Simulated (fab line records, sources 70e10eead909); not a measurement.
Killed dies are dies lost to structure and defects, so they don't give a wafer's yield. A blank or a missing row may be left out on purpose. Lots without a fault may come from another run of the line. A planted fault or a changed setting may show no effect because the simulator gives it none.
Which tool did it? | flow nand_harc | 11 lots, 33 wafers sampled, at 4 steps of a route of 1302

WHAT THE GAUGES READ, wafer by wafer
NHARC_P_CONTACT_CD_MEAS_12: target cd 90 nm.
lot  | measured     | on        | cd_nm (nm)
L184 | day 6 04:26  | cd_sem-01 | 89.6 90.1 90.7
L185 | day 6 17:29  | cd_sem-01 | 90.7 91.2 91.9
L186 | day 6 22:14  | cd_sem-01 | 91.2 89.7 90.8
L188 | day 7 20:17  | cd_sem-03 | 90.2 90.1 90.4
L191 | day 9 03:59  | cd_sem-03 | 90.7 90.8 90.2
L194 | day 10 12:23 | cd_sem-01 | 90.7 90.0 90.6
L196 | day 11 04:17 | cd_sem-01 | 89.7 89.7 89.7
L198 | day 12 06:20 | cd_sem-03 | 89.8 90.1 89.5
L199 | day 12 15:58 | cd_sem-02 | 94.7 94.9 95.0 94.7 94.7 94.7
L203 | day 14 02:14 | cd_sem-02 | 93.5 93.1 94.2 93.8 93.4 93.8
L204 | day 14 18:52 | cd_sem-03 | 92.8 93.5 93.2 92.9 93.6 93.6

WHICH TOOL RAN EACH LOT (tool, then ch and the chambers of the sampled wafers, then the start)
lot  | NHARC_P_GATE_DESCUM_61             | NHARC_P_GATE_STRIP_76                | NHARC_P_CONTACT_EXPOSE_09
L184 | rie_diel-13 ch 0,1,3, day 5 22:20  | plasma_asher-01 ch 0,1, day 5 22:56  | arfi_scanner-02 ch 0, day 6 04:17
L185 | rie_diel-13 ch 0,2,3, day 6 11:09  | plasma_asher-02 ch 0,1, day 6 11:46  | arfi_scanner-02 ch 0, day 6 17:20
L186 | rie_diel-02 ch 0,3, day 6 15:56    | plasma_asher-01 ch 0,1, day 6 16:34  | arfi_scanner-03 ch 0, day 6 22:06
L188 | rie_diel-13 ch 0,1,2, day 7 14:05  | plasma_asher-01 ch 0,1, day 7 14:41  | arfi_scanner-02 ch 0, day 7 20:08
L191 | rie_diel-13 ch 0,1,3, day 8 21:48  | plasma_asher-02 ch 0,1, day 8 22:27  | arfi_scanner-02 ch 0, day 9 03:51
L194 | rie_diel-13 ch 0,1,2, day 10 06:05 | plasma_asher-01 ch 0,1, day 10 06:43 | arfi_scanner-01 ch 0, day 10 12:16
L196 | rie_diel-09 ch 0,3, day 10 22:08   | plasma_asher-02 ch 0,1, day 10 22:47 | arfi_scanner-02 ch 0, day 11 04:08
L198 | rie_diel-13 ch 2,3, day 11 23:55   | plasma_asher-02 ch 0,1, day 12 00:34 | arfi_scanner-01 ch 0, day 12 06:12
L199 | rie_diel-02 ch 1,3, day 12 09:41   | plasma_asher-02 ch 0,1, day 12 10:20 | arfi_scanner-01 ch 0, day 12 15:50
L203 | rie_diel-09 ch 0,2,3, day 13 20:00 | plasma_asher-01 ch 0,1, day 13 20:37 | arfi_scanner-01 ch 0, day 14 02:05
L204 | rie_diel-02 ch 1,2, day 14 12:37   | plasma_asher-01 ch 0,1, day 14 13:15 | arfi_scanner-01 ch 0, day 14 18:44
- NHARC_P_GATE_DESCUM_61: chemistry O2, time 3 s.
- NHARC_P_GATE_STRIP_76: strips in O2.
- NHARC_P_CONTACT_EXPOSE_09: exposes mask P CA, target cd 90 nm.

THE ANSWER, worked out from the rows above alone
Rule: what is usual is taken from the lots themselves. Put in order of their means at a reading, lots are off if they are a third of the lots or fewer, leave a main group of 4 or more, and stand apart from it by a gap of 3 or more times the standard deviation of the main group's means; of several such gaps the widest counts. A main group whose means are all the same, to the digits that the tables above print for the reading, isn't used. A lot without any number at a reading at which 4 lots or more have one is off too. The other lots that the step has rows for count as sound.
Off: L199, L203, L204, at NHARC_P_CONTACT_CD_MEAS_12 (cd_nm). The main group: mean 90.3 nm, standard deviation 0.46.
A tool fits if, at a process step before that reading, it ran every lot that is off, and no sound lot after the first of them. The gauges at NHARC_P_CONTACT_CD_MEAS_12 are tried like those tools. One fits: arfi_scanner-01 at NHARC_P_CONTACT_EXPOSE_09. Its last sound lot is L198 (day 12 06:12), its first lot that is off L199 (day 12 15:50): a fault that began between those two fits.

WHAT THE SIMULATOR HAD PUT IN
Process parameter drift: arfi_scanner-01, from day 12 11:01 on, at NHARC_P_CONTACT_EXPOSE_09. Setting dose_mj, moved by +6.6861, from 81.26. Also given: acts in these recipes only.
Lots struck among those shown: L199, L203, L204. The rule above found the same.
